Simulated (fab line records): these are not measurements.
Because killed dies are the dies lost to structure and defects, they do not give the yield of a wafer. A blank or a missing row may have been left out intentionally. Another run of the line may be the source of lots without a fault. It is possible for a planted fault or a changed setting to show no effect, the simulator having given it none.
fab line records	flow n5-finfet
[record] lots = 6	wafers = 16	last-day = 17
route steps=1938 shown HKMG_FIN@437 BEOL_M4@1111 PASSIVATION@1936
lots untouched by any fault: they come from a run of this same line in which no faults occurred
start-h: the number of hours between the record's first day and the start of the first shown wafer of the lot	wait-h: time in hours since the lot's previous step	" as in the row above	L1.1+2: a single row standing in for several wafers	- no value, or no start given	* or withheld: withheld	< > ~ a bound
route shown NAME@n: NAME is a module with steps in the file, n the number in the route of the first one	usual: mean and standard deviation over wafers with no fault	same: alike in all rows	chamber/n: place in a boat	sites: the reading at each site	_std_site: standard deviation of those values	_edge_site: outer sites' mean less inner sites'	radius-mm: how far each site lies from the wafer's centre	mask NAME#n: copy n	behind: the most recent tool/chamber to have shaped the wafer	hold: why the lot was held/for how many hours/how that ended	device: whichever transistor did not switch (one of n, p or np)	end of line: the tests these same wafers got at the end of their route	a step without rows: its recipe alone	killed: not the wafer's yield, but the dies lost to structure and defects at the first sort	map: a wafer's dies, x killed, . not, _ none there
set.NAME: the setting that was run; set.NAME@STEP: the one run at that earlier step	model.NAME: the simulator's own value behind a step, which no gauge read
certain route steps with their lots: each step a table, each wafer a row
services: the hour from which a tool's chamber was out of use, counted from the record's first day as start-h (under 0 if before that day), plus the number of hours and why
[[steps]]
[step N5_HKMG_FIN_STRIP_34]
[recipe] chemistry = CF4	resist = SiARC	power-w = 300	bias-power-w = 75	pressure-mtorr = 50	cf4-flow-sccm = 150	rf-frequency-hz = 6e+07
[step N5_HKMG_FIN_ETCH_35]
[recipe] chemistry = N2/H2	target = SOC	target-depth-a = 2158	ion-energy-ev = 65	bias-w = 5	source-w = 3000	time-s = 243.4	pressure-mtorr = 30	n2-flow-sccm = 200	h2-flow-sccm = 200
[usual] drypump-motor-current-A = 5.6/0.55	oes-product-au = 0.77/0.08	rf-vpp-V = 141.5/0.93	showerhead-plenum-p-Torr = 2.53/0.059	throttle-valve-pct = 17.8/0.3
lot.wafer	tool	chamber	start-h	wait-h	drypump-motor-current-A	oes-product-au	rf-hours-counter-h	rf-vpp-V	showerhead-plenum-p-Torr	throttle-valve-pct
L854.1	rie-diel-01	0	96.26	0.0	4.9	0.83	76	140.3	2.47	17.9
L854.3	"	1	"	"	5.1	0.76	131	140.7	2.55	17.8
L854.6	"	2	"	"	6.5	0.89	-	142.0	2.58	17.2
L858.1	rie-diel-05	3	119.43	0.0	6.1	0.73	186	141.5	2.63	18.2
L858.2	"	1	"	"	5.8	0.71	225	141.3	2.51	17.9
L858.4	"	0	"	"	6.1	0.91	27	140.8	2.49	17.5
L863.2	rie-diel-06	3	145.77	0.0	5.5	0.69	206	140.6	2.44	18.3
L863.6	"	0	"	"	5.6	0.79	-	141.2	2.54	17.8
L866.1	rie-diel-05	0	165.80	0.0	6.1	0.88	37	141.1	2.49	17.5
L866.2	"	3	"	"	6.1	0.72	196	143.1	2.62	18.2
L866.3	"	2	"	"	5.5	0.66	240	143.7	2.62	17.8
L867.2	rie-diel-01	3	175.54	0.0	5.3	0.66	247	141.3	2.52	18.1
L867.6	"	0	"	"	4.9	0.80	-	141.3	2.46	17.9
L870.1	rie-diel-01	2	191.24	0.0	6.4	0.85	72	143.0	2.57	17.3
L870.4	"	1	"	"	5.1	0.75	-	142.1	2.54	17.8
L870.6	"	2	"	"	6.5	0.85	-	141.8	2.56	17.3
[step N5_HKMG_FIN_STRIP_92]
[recipe] chemistry = N2/H2	material = SOC	time-s = 20	power-w = 500	temp-c = 40	pressure-mtorr = 50	rf-frequency-hz = 6e+07	bias-power-w = 8	h2-frac = 0.5	n2-flow-sccm = 300	h2-flow-sccm = 300
[usual] drypump-motor-current-A = 5.6/0.55	oes-product-au = 0.77/0.082	rf-vpp-V = 54.3/0.85	showerhead-plenum-p-Torr = 3.34/0.075	throttle-valve-pct = 19.0/0.4
lot.wafer	tool	chamber	start-h	wait-h	drypump-motor-current-A	oes-product-au	rf-hours-counter-h	rf-vpp-V	showerhead-plenum-p-Torr	throttle-valve-pct
L854.1	rie-diel-01	0	96.41	0.1	4.9	0.83	76	53.6	3.27	18.9
L854.3	"	1	"	"	5.1	0.77	131	54.5	3.37	18.8
L854.6	"	2	"	"	6.4	0.90	-	54.2	3.41	18.2
L858.1	rie-diel-05	3	119.58	0.1	6.1	0.72	186	55.5	3.47	19.2
L858.2	"	1	"	"	5.8	0.71	225	54.3	3.31	19.0
L858.4	"	0	"	"	6.1	0.92	27	54.1	3.29	18.8
L863.2	rie-diel-06	3	145.92	0.1	5.5	0.68	206	53.8	3.23	20.0
L863.6	"	0	"	"	5.6	0.79	-	55.9	3.36	18.8
L866.1	rie-diel-05	0	165.94	0.1	6.1	0.89	37	53.7	3.29	18.8
L866.2	"	3	"	"	6.1	0.72	196	54.0	3.46	19.3
L866.3	"	2	"	"	5.6	0.66	240	54.0	3.46	19.3
L867.2	rie-diel-01	3	175.69	0.1	5.3	0.67	247	53.7	3.33	19.4
L867.6	"	0	"	"	4.9	0.80	-	55.3	3.25	18.9
L870.1	rie-diel-01	2	191.39	0.1	6.4	0.85	72	55.6	3.39	18.3
L870.4	"	1	"	"	5.1	0.74	-	53.1	3.35	18.9
L870.6	"	2	"	"	6.4	0.85	-	55.1	3.39	18.3
[step N5_HKMG_FIN_WET_ETCH_18]
[recipe] chemistry = SC1	target = TiN	mix = 1:1:5	temp-c = *	time-s = 55	target-depth-nm = 5.2	dry = ipa-marangoni	rinse-time-s = 30	rinse-temp-c = 23
[step N5_HKMG_FIN_STRIP_19]
[recipe] chemistry = N2/H2	power-w = 2500	temp-c = 300	h2-frac = 0.65	time-s = 360	pressure-mtorr = withheld	n2-flow-sccm = 1750	h2-flow-sccm = 3250
[step N5_HKMG_FIN_ALD_91]
[recipe] material = TiN	target-thk-a = 10	temp-c = 400	ald-precursor-family = TiCl4	ald-co-reactant = NH3	pulse-time-s = 1	purge-time-s = 3	co-reactant-purge-time-s = 2	co-reactant-pulse-time-s = 2	ald-cycles = 47	pressure-torr = 3
[step N5_HKMG_FIN_COAT_85]
[recipe] resist = SOC	temp-c = 250	time-s = 60	spin-rpm = 1500	resist-thk-nm = 300
[step N5_HKMG_FIN_ETCH_86]
[recipe] chemistry = N2/H2	target = SOC	target-depth-a = 3932	stop-on = TiN	ion-energy-ev = 100	bias-w = 61	pressure-mtorr = 30	source-w = 850	n2-flow-sccm = 200	h2-flow-sccm = 200
[usual] drypump-motor-current-A = 5.6/0.57	oes-product-au = 0.76/0.069	rf-vpp-V = 240.3/1.2	showerhead-plenum-p-Torr = 2.51/0.059	throttle-valve-pct = 17.83/0.3
lot.wafer	tool	chamber	start-h	wait-h	drypump-motor-current-A	oes-product-au	rf-hours-counter-h	rf-vpp-V	showerhead-plenum-p-Torr	throttle-valve-pct
L854.1	rie-diel-01	3	97.28	-	5.3	0.70	217	239.7	2.53	18.05
L854.3	"	1	"	"	5.1	0.76	131	241.0	2.55	17.74
L854.6	"	2	"	"	6.5	0.87	-	241.5	2.58	17.18
L858.1	rie-diel-05	2	120.52	-	5.5	0.67	229	241.2	2.62	17.81
L858.2	"	1	"	"	5.8	0.71	225	240.2	2.51	17.91
L858.4	"	0	"	"	6.1	0.90	27	239.7	2.49	17.47
L863.2	rie-diel-01	0	146.83	-	4.9	0.81	95	238.5	2.47	17.86
L863.6	"	3	"	"	5.3	0.68	-	241.2	2.52	18.08
L866.1	rie-diel-01	2	166.83	-	6.4	0.83	64	240.2	2.57	17.24
L866.2	"	1	"	"	5.1	0.74	158	241.5	2.54	17.79
L866.3	"	0	"	"	4.9	0.80	105	239.7	2.46	17.89
L867.2	rie-diel-06	1	176.69	-	4.8	0.75	151	239.2	2.44	18.05
L867.6	"	0	"	"	5.6	0.76	-	240.7	2.53	17.76
L870.1	rie-diel-06	0	192.38	-	5.6	0.75	171	241.7	2.53	17.76
L870.4	"	3	"	"	5.5	0.68	-	239.6	2.43	18.32
L870.6	"	0	"	"	5.6	0.75	-	240.7	2.53	17.75
[step N5_HKMG_FIN_STRIP_89]
[recipe] chemistry = N2/H2	material = SOC	time-s = 20	power-w = 500	temp-c = 40	pressure-mtorr = 50	rf-frequency-hz = 6e+07	bias-power-w = 8	h2-frac = 0.5	n2-flow-sccm = 300	h2-flow-sccm = 300
[step N5_HKMG_FIN_WET_ETCH_87]
[recipe] chemistry = SC1	target = TiN	mix = 1:2:40	temp-c = 50	time-s = 154.2	target-depth-nm = 4.7	dry = ipa-marangoni	rinse-time-s = 30	rinse-temp-c = 23
[step N5_HKMG_FIN_STRIP_88]
[recipe] chemistry = N2/H2	power-w = 2500	temp-c = 300	h2-frac = 0.65	time-s = 360	pressure-mtorr = withheld	n2-flow-sccm = 1750	h2-flow-sccm = 3250
[usual] drypump-motor-current-A = 5.59/0.24	heater-power-w = 464/24
lot.wafer	tool	chamber	start-h	wait-h	drypump-motor-current-A	heater-power-w	rf-hours-counter-h
L854.1	plasma-asher-01	1	97.53	0.0	5.85	438	99
L854.3	"	1	"	"	5.86	445	-
L854.6	"	1	"	"	5.85	421	-
L858.1	plasma-asher-02	0	120.77	0.0	5.34	477	40
L858.2	"	1	"	"	5.78	436	40
L858.4	"	0	"	"	5.37	492	-
L863.2	plasma-asher-02	1	147.08	0.0	5.75	439	46
L863.6	"	0	"	"	5.34	479	-
L866.1	plasma-asher-01	1	167.08	0.0	5.90	446	116
L866.2	"	0	"	"	5.37	490	116
L866.3	"	1	"	"	5.91	451	-
L867.2	plasma-asher-01	1	176.94	0.0	5.88	443	119
L867.6	"	0	"	"	5.35	482	-
L870.1	plasma-asher-02	1	192.63	0.0	5.80	451	48
L870.4	"	0	"	"	5.35	476	-
L870.6	"	1	"	"	5.81	443	-
[step N5_HKMG_FIN_NWFM_ALD_20]
[recipe] material = TiAlC	target-thk-a = 20	temp-c = 300	ald-precursor-family = TiCl4	ald-co-reactant = TEA	pulse-time-s = 3	purge-time-s = 2	co-reactant-purge-time-s = 2	co-reactant-pulse-time-s = 10	ald-cycles = 7	pressure-torr = 3
[usual] ald-cycles = 7/0	heater-power-w = 475/48	precursor-pulse-height-rel = 1.001/0.018
[same] co-reactant-purge-time-s = 2
lot.wafer	tool	chamber	start-h	wait-h	ald-cycles	heater-power-w	precursor-pulse-height-rel
L854.1	ald-metal-02	1	97.91	0.3	7	453	1.024
L854.3	"	2	"	"	7	523	0.968
L854.6	"	3	"	"	7	445	1.004
L858.1	ald-metal-01	1	121.15	0.3	7	426	1.027
L858.2	"	3	"	"	7	480	1.010
L858.4	"	2	"	"	7	438	0.995
L863.2	ald-metal-01	1	147.47	0.3	7	439	1.005
L863.6	"	1	"	"	7	426	1.007
L866.1	ald-metal-04	0	167.47	0.3	7	547	1.009
L866.2	"	2	"	"	7	413	0.987
L866.3	"	3	"	"	7	545	0.981
L867.2	ald-metal-01	3	177.33	0.3	7	494	0.996
L867.6	"	2	"	"	7	439	1.008
L870.1	ald-metal-02	1	193.01	0.3	7	459	1.045
L870.4	"	0	"	"	7	477	1.010
L870.6	"	3	"	"	7	435	0.990
[step N5_HKMG_FIN_ALD_71]
[recipe] material = TiN	target-thk-a = 10	temp-c = 400	ald-precursor-family = TiCl4	ald-co-reactant = NH3	pulse-time-s = 1	purge-time-s = 3	co-reactant-purge-time-s = 2	co-reactant-pulse-time-s = 2	ald-cycles = 47	pressure-torr = 3
[usual] ald-cycles = 47/0	heater-power-w = 848/85	precursor-pulse-height-rel = 1.004/0.021
[same] co-reactant-purge-time-s = 2
lot.wafer	tool	chamber	start-h	wait-h	ald-cycles	heater-power-w	precursor-pulse-height-rel
L854.1	ald-metal-02	1	98.01	0.0	47	807	1.040
L854.3	"	2	"	"	47	974	0.994
L854.6	"	3	"	"	47	780	0.976
L858.1	ald-metal-01	1	121.25	0.0	47	775	1.025
L858.2	"	3	"	"	47	857	1.016
L858.4	"	2	"	"	47	764	0.962
L863.2	ald-metal-01	1	147.57	0.0	47	769	0.999
L863.6	"	1	"	"	42	765	1.010
L866.1	ald-metal-04	0	167.57	0.0	47	974	1.004
L866.2	"	2	"	"	47	721	1.031
L866.3	"	3	"	"	47	972	0.994
L867.2	ald-metal-01	3	177.42	0.0	47	871	0.982
L867.6	"	2	"	"	42	768	0.981
L870.1	ald-metal-02	1	193.11	0.0	47	799	1.004
L870.4	"	0	"	"	47	855	1.039
L870.6	"	3	"	"	47	782	1.002
[step N5_HKMG_FIN_COAT_66]
[recipe] resist = SOC	temp-c = 250	time-s = 60	spin-rpm = 1500	resist-thk-nm = 300
[step N5_BEOL_M4_RC_MEAS_101]
[usual] DIBL_N = 36.0/1.8	DIBL_P = 36.3/2.4	IOFF_N = 0.16/0.035	IOFF_P = 0.21/0.036	ION_N = 673/13	ION_P = 461/7.2	SS_N = 71.4/0.6	SS_P = 73.2/0.7	VT_N = 250/4	VT_P = -250.9/2.9
lot.wafer	tool	chamber	start-h	wait-h	DIBL_N[mV/V]	DIBL_P[mV/V]	IOFF_N[nA/um]	IOFF_P[nA/um]	ION_N[uA/um]	ION_P[uA/um]	SS_N[mV/dec]	SS_P[mV/dec]	VT_N[mV]	VT_P[mV]
L854.1	prober-02	0	194.97	0.0	34.8	34.2	0.16	0.22	692	476	71.2	72.6	246	-250.6
L854.3	"	0	"	"	33.9	33.1	0.14	0.19	676	468	70.9	72.6	249	-250.0
L854.6	"	0	"	"	33.1	32.1	0.13	0.19	667	463	70.6	72.4	250	-249.9
L858.1	prober-02	0	223.45	0.0	36.5	36.5	0.18	0.22	682	465	71.7	73.0	247	-249.1
L858.2	"	0	"	"	34.8	34.5	0.13	0.18	667	460	70.7	73.4	255	-252.5
L858.4	"	0	"	"	35.1	34.5	0.14	0.18	673	459	70.9	72.8	253	-251.2
L863.2	prober-01	0	248.23	0.2	34.3	33.0	0.11	0.16	647	447	72.1	71.8	254	-256.0
L863.6	"	0	"	"	35.3	33.7	0.12	0.17	666	456	70.9	72.8	255	-255.5
L866.1	prober-02	0	264.36	0.0	37.3	38.8	0.17	0.20	677	458	72.3	73.8	251	-254.0
L866.2	"	0	"	"	35.2	36.0	0.12	0.17	658	449	70.8	72.9	256	-258.4
L866.3	"	0	"	"	34.2	34.1	0.12	0.15	660	448	70.7	72.3	258	-256.6
L867.2	prober-01	0	276.11	0.2	37.0	36.1	0.16	0.20	670	454	71.7	73.3	252	-253.1
L867.6	"	0	"	"	32.8	30.6	0.09	0.13	644	443	69.7	71.9	261	-254.8
L870.1	prober-01	0	281.20	0.0	35.8	36.1	0.14	0.19	667	454	71.3	73.7	254	-248.7
L870.4	"	0	"	"	34.6	34.1	0.12	0.16	641	444	71.3	73.0	258	-252.7
L870.6	"	0	"	"	37.2	37.5	0.17	0.23	680	468	71.4	73.7	249	-247.9
[step N5_PASSIVATION_PROBE_49]
[usual] defect-limited-yield = 91.2/1.4	killed_at_M0_to_M3 = 35/11	killed_at_M4_up = 14/5.6	killed-at-contacts = 12/5.6	killed-at-front-end = 38/11	killed-at-other = 4/3.4	killed-dies = 103/17	killed-on-rim = 13/3.5	killed-open = 68/12	killed-short = 33/8.8	sort_bin_5_function = 5.1/0.89	sort_bin_6_memory = 3.3/0.71	sort-n-pass = 1077/17	sort-yield-pct = 91.2/1.4
[same] gross-dies = 1180	killed-at-back-side = 0	sort_bin_4_leakage[%] = 0	sort_bin_8_speed[%] = 0
lot.wafer	tool	chamber	start-h	wait-h	defect-limited-yield[%]	killed_at_M0_to_M3	killed_at_M4_up	killed-at-contacts	killed-at-front-end	killed-at-other	killed-dies	killed-on-rim	killed-open	killed-short	sort_bin_5_function[%]	sort_bin_6_memory[%]	sort-n-pass	sort-yield-pct[%]
L854.1	prober-01	-	303.49	0.0	89.0	52	10	14	50	4	130	18	91	38	6.1	4.6	1050	89.0
L854.3	prober-01	-	303.59	0.1	91.4	38	14	12	31	6	101	7	63	36	5.8	2.5	1079	91.4
L854.6	prober-01	-	303.74	0.3	91.4	33	22	14	28	5	102	14	74	28	5.0	3.4	1078	91.4
L858.1	prober-02	-	334.67	0.0	91.0	36	19	16	35	0	106	11	70	31	5.2	3.5	1074	91.0
L858.2	prober-02	-	334.72	0.1	92.4	33	11	8	33	5	90	13	57	29	4.4	2.9	1090	92.4
L858.4	prober-02	-	334.82	0.2	92.1	19	16	12	40	6	93	15	61	30	4.8	3.0	1087	92.1
L863.2	prober-02	-	357.28	0.1	90.1	46	9	18	43	1	117	16	83	31	5.0	4.6	1063	90.1
L863.6	prober-02	-	357.48	0.3	89.5	52	17	20	34	1	124	16	95	28	6.4	3.9	1056	89.5
L866.1	prober-01	-	374.63	0.0	92.6	32	14	15	24	2	87	14	55	31	4.0	3.2	1093	92.6
L866.2	prober-01	-	374.68	0.1	92.8	19	13	14	37	2	85	14	59	25	4.2	2.8	1095	92.8
L866.3	prober-01	-	374.73	0.1	92.2	31	11	15	30	5	92	6	60	30	4.9	2.5	1088	92.2
L867.2	prober-01	-	391.01	0.1	91.2	33	18	15	36	2	104	15	67	35	5.3	3.3	1076	91.2
L867.6	prober-01	-	391.21	0.3	90.2	34	20	17	44	1	116	18	76	39	6.0	3.5	1064	90.2
L870.1	prober-01	-	395.72	0.0	91.7	40	22	12	24	0	98	14	69	27	5.3	2.7	1082	91.7
L870.4	prober-01	-	395.87	0.2	91.9	36	25	9	22	4	96	12	67	27	5.2	2.5	1084	91.9
L870.6	prober-01	-	395.97	0.3	92.1	30	14	14	35	0	93	10	62	31	5.4	2.2	1087	92.1
// killed by level:class
L854.1 BEOL_M0_SAQP:geometric-particle:open=20 BEOL_M0_SAQP:geometric-particle:short=14 STI_FIN_REVEAL:geometric-particle:open=13 MOL_CONTACT_COAG:geometric-particle:open=10 FIN_SAQP:geometric-particle:open=7 STARTING-WAFER:geometric-particle:open=7 BEOL_M3:geometric-particle:open=6 BEOL_M4:geometric-particle:open=6
L854.3 BEOL_M0_SAQP:geometric-particle:short=10 BEOL_M0_SAQP:geometric-particle:open=9 MOL_CONTACT_COAG:geometric-particle:open=8 BEOL_M3:geometric-particle:open=7 DUMMY_GATE:geometric-particle:open=5 BEOL_M2:geometric-particle:open=5 BEOL_M5:geometric-particle:open=5 STI_FIN_REVEAL:geometric-particle:open=4
L854.6 MOL_CONTACT_COAG:geometric-particle:open=12 BEOL_M4:geometric-particle:open=12 BEOL_M0_SAQP:geometric-particle:short=11 FIN_SAQP:geometric-particle:open=7 BEOL_M0_SAQP:geometric-particle:open=7 BEOL_M3:geometric-particle:open=7 FIN_SAQP:geometric-particle:short=5 BEOL_M2:geometric-particle:open=4
L858.1 MOL_CONTACT_COAG:geometric-particle:open=13 BEOL_M2:geometric-particle:open=13 STI_FIN_REVEAL:geometric-particle:open=8 FIN_SAQP:geometric-particle:open=6 BEOL_M1:geometric-particle:open=6 BEOL_M4:geometric-particle:open=6 BEOL_M0_SAQP:geometric-particle:short=5 BEOL_M4:geometric-particle:short=5
L858.2 BEOL_M1:geometric-particle:open=12 MOL_CONTACT_COAG:geometric-particle:open=7 STI_FIN_REVEAL:geometric-particle:open=6 DUMMY_GATE:geometric-particle:open=5 GATE_CUT:geometric-particle:open=5 BEOL_M3:geometric-particle:open=5 BEOL_M0_SAQP:geometric-particle:short=4 BEOL_M0_SAQP:geometric-particle:open=4
L858.4 STI_FIN_REVEAL:geometric-particle:open=12 FIN_SAQP:geometric-particle:open=9 BEOL_M4:geometric-particle:open=9 MOL_CONTACT_COAG:geometric-particle:open=7 MOL_CONTACT_COAG:geometric-particle:short=5 BEOL_M3:geometric-particle:open=4 FIN_SAQP:geometric-particle:short=3 BEOL_M0_SAQP:geometric-particle:short=3
L863.2 MOL_CONTACT_COAG:geometric-particle:open=14 FIN_SAQP:geometric-particle:open=13 BEOL_M3:geometric-particle:open=12 BEOL_M0_SAQP:geometric-particle:open=10 BEOL_M2:geometric-particle:open=7 BEOL_M1:geometric-particle:open=6 FIN_SAQP:geometric-particle:short=4 STI_FIN_REVEAL:geometric-particle:open=4
L863.6 MOL_CONTACT_COAG:geometric-particle:open=19 BEOL_M3:geometric-particle:open=13 STI_FIN_REVEAL:geometric-particle:open=10 BEOL_M1:geometric-particle:open=10 FIN_SAQP:geometric-particle:open=8 BEOL_M0_SAQP:geometric-particle:short=7 BEOL_M2:geometric-particle:open=7 BEOL_M0_SAQP:geometric-particle:open=6
L866.1 MOL_CONTACT_COAG:geometric-particle:open=13 BEOL_M2:geometric-particle:open=9 BEOL_M2:geometric-particle:short=9 BEOL_M4:geometric-particle:open=7 BEOL_M3:geometric-particle:open=5 ILD0:geometric-particle:open=4 BEOL_M0_SAQP:geometric-particle:short=4 ILD0:geometric-particle:short=3
L866.2 MOL_CONTACT_COAG:geometric-particle:open=12 STI_FIN_REVEAL:geometric-particle:open=9 DUMMY_GATE:geometric-particle:open=7 BEOL_M1:geometric-particle:open=6 GATE_CUT:geometric-particle:short=5 BEOL_M0_SAQP:geometric-particle:open=5 BEOL_M4:geometric-particle:short=4 STARTING-WAFER:geometric-particle:short=4
L866.3 BEOL_M1:geometric-particle:open=14 MOL_CONTACT_COAG:geometric-particle:open=13 GATE_CUT:geometric-particle:short=5 BEOL_M4:geometric-particle:open=5 STARTING-WAFER:geometric-particle:short=5 BEOL_M0_SAQP:geometric-particle:open=4 STI_FIN_REVEAL:geometric-particle:open=3 DUMMY_GATE:geometric-particle:open=3
L867.2 MOL_CONTACT_COAG:geometric-particle:open=13 BEOL_M0_SAQP:geometric-particle:short=12 FIN_SAQP:geometric-particle:open=10 BEOL_M0_SAQP:geometric-particle:open=10 BEOL_M4:geometric-particle:short=9 BEOL_M3:geometric-particle:open=8 DUMMY_GATE:geometric-particle:open=7 GATE_CUT:geometric-particle:short=5
L867.6 MOL_CONTACT_COAG:geometric-particle:open=16 FIN_SAQP:geometric-particle:short=13 BEOL_M0_SAQP:geometric-particle:open=12 BEOL_M0_SAQP:geometric-particle:short=9 STI_FIN_REVEAL:geometric-particle:open=7 BEOL_M4:geometric-particle:open=6 FIN_SAQP:geometric-particle:open=5 GATE_CUT:geometric-particle:open=5
L870.1 BEOL_M4:geometric-particle:open=11 BEOL_M1:geometric-particle:open=9 BEOL_M3:geometric-particle:open=9 MOL_CONTACT_COAG:geometric-particle:open=8 STI_FIN_REVEAL:geometric-particle:open=7 BEOL_M0_SAQP:geometric-particle:open=7 BEOL_M0_SAQP:geometric-particle:short=5 FIN_SAQP:geometric-particle:open=4
L870.4 BEOL_M4:geometric-particle:open=18 BEOL_M0_SAQP:geometric-particle:open=11 BEOL_M0_SAQP:geometric-particle:short=9 MOL_CONTACT_COAG:geometric-particle:open=7 GATE_CUT:geometric-particle:short=5 STI_FIN_REVEAL:geometric-particle:open=4 BEOL_M0:geometric-particle:open=4 BEOL_M2:geometric-particle:open=4
L870.6 MOL_CONTACT_COAG:geometric-particle:open=12 BEOL_M3:geometric-particle:open=10 BEOL_M4:geometric-particle:open=9 STI_FIN_REVEAL:geometric-particle:open=7 BEOL_M0_SAQP:geometric-particle:short=7 FIN_SAQP:geometric-particle:open=5 DUMMY_GATE:geometric-particle:open=5 BEOL_M2:geometric-particle:short=5
[[services]]
tool	chamber	start-h	hours	kind
rie-diel-06	0	82.08	7.0	repair
rie-diel-01	-	90.23	0.2	repair
ald-metal-02	2	104.32	27.5	repair
ald-metal-01	-	111.61	2.8	pm
rie-diel-05	-	147.49	16.3	repair
ald-metal-02	2	152.01	47.3	repair
plasma-asher-02	-	154.00	17.9	repair
rie-diel-01	1	164.18	2.6	repair
ald-metal-02	-	165.23	2.8	pm
ald-metal-01	1	165.80	31.0	repair
ald-metal-02	0	168.46	3.2	repair
plasma-asher-02	-	174.04	0.6	repair
plasma-asher-02	-	180.28	12.1	repair
rie-diel-01	3	181.79	-	clean
rie-diel-01	3	181.79	-	consumable-replace:focus-ring
rie-diel-01	3	181.79	19.2	scheduled-down
rie-diel-01	3	181.79	19.2	vent-cycle
ald-metal-04	0	182.77	30.8	repair
rie-diel-06	2	186.97	-	clean
rie-diel-06	2	186.97	-	consumable-replace:focus-ring
rie-diel-06	2	186.97	-	consumable-replace:showerhead
rie-diel-06	2	186.97	13.7	scheduled-down
rie-diel-06	2	186.97	13.7	vent-cycle
ald-metal-04	2	188.80	22.7	repair
[[key]]
[first-sign] step = N5_HKMG_FIN_ALD_71	reading = ald-cycles	direction = down	sigmas = 99+	usual = *	struck = *
effect none on later readings
met-at N5_HKMG_FIN_ALD_71
struck-wafers L863.6,L867.6
onset-between 121.25 147.57
[fault] kind = process-parameter-drift	tool = ald-metal-01	chamber = -	onset-h = 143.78	steps = N5_HKMG_FIN_ALD_71	channel = ald-cycles	offset = *	shape = step	end-h = 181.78	scope = struck-wafers-only	acts-in = *	stated = *
